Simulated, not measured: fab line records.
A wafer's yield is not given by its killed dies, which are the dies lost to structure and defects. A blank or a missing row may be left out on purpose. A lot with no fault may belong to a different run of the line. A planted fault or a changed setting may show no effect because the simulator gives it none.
Matching of chambers    flow nandHarc    pecvd-02 running NHARC_A_STAIRCASE_DEP_151: 3 sister chambers
The step deposits SiO2, target thk 7200 nm. 14 wafers are shown with their chamber, then 7 later ones without.

== WAFERS, EACH WITH ITS CHAMBER ==
wafer   chamber  heaterPowerW (W)  mfcPrecursorSccm (sccm)  rfFwdPowerW (W)
L074.3  0        649               200.4                    499.6
L074.4  0        550               200.7                    500.3
L074.6  1        639               200.0                    499.3
L077.1  0        550               199.7                    501.3
L077.2  1        672               199.4                    500.3
L077.4  2        632               200.2                    499.8
L079.1  2        722               199.8                    500.7
L079.3  1        724               198.8                    498.4
L079.5  1        610               199.6                    500.5
L081.1  2        788               199.5                    501.1
L081.2  0        650               199.4                    498.9
L081.4  0        547               199.8                    500.1
L084.1  0        561               200.3                    498.1
L084.5  1        631               199.9                    500.3

SIGNATURES (means of the wafers above)
reading           chamber 0  chamber 1  chamber 2  scatter within a chamber
heaterPowerW      584.50     655.20     714.00     54.7
mfcPrecursorSccm  200.050    199.540    199.833    0.465
rfFwdPowerW       499.717    499.760    500.533    0.971
Rule: distance of a wafer from a chamber = root of the sum over the readings of ((wafer's reading minus chamber's mean) / reading's scatter) squared. If the next closest chamber is less than 2 further off than the closest, the wafer can't be placed; otherwise it belongs to the closest. The scatter: take each reading less its chamber's mean, square it, sum over the shown wafers, divide by the number of wafers less the number of chambers, and take the root.

== WAFERS WITHOUT THEIR CHAMBER ==
wafer   heaterPowerW (W)  mfcPrecursorSccm (sccm)  rfFwdPowerW (W)
L084.6  539               200.7                    498.5
L086.3  736               200.1                    498.2
L086.4  624               200.1                    500.7
L086.6  616               201.4                    497.9
L092.4  642               199.5                    498.3
L092.5  563               200.2                    496.7
L092.6  623               199.9                    501.1

== CHAMBER TAKEN BY EACH ==
wafer   from the rows above           in truth
L084.6  can't be placed: 0 or 1       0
L086.3  can't be placed: 1 or 2 or 0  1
L086.4  can't be placed: 0 or 1 or 2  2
L086.6  can't be placed: 0 or 1 or 2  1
L092.4  can't be placed: 1 or 0 or 2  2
L092.5  can't be placed: 0 or 1 or 2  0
L092.6  can't be placed: 0 or 1 or 2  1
Correct placement for 0 of the 7. Unplaceable from these rows: 7, with the true chamber sitting among the candidates in 7. 0 placed wrongly.
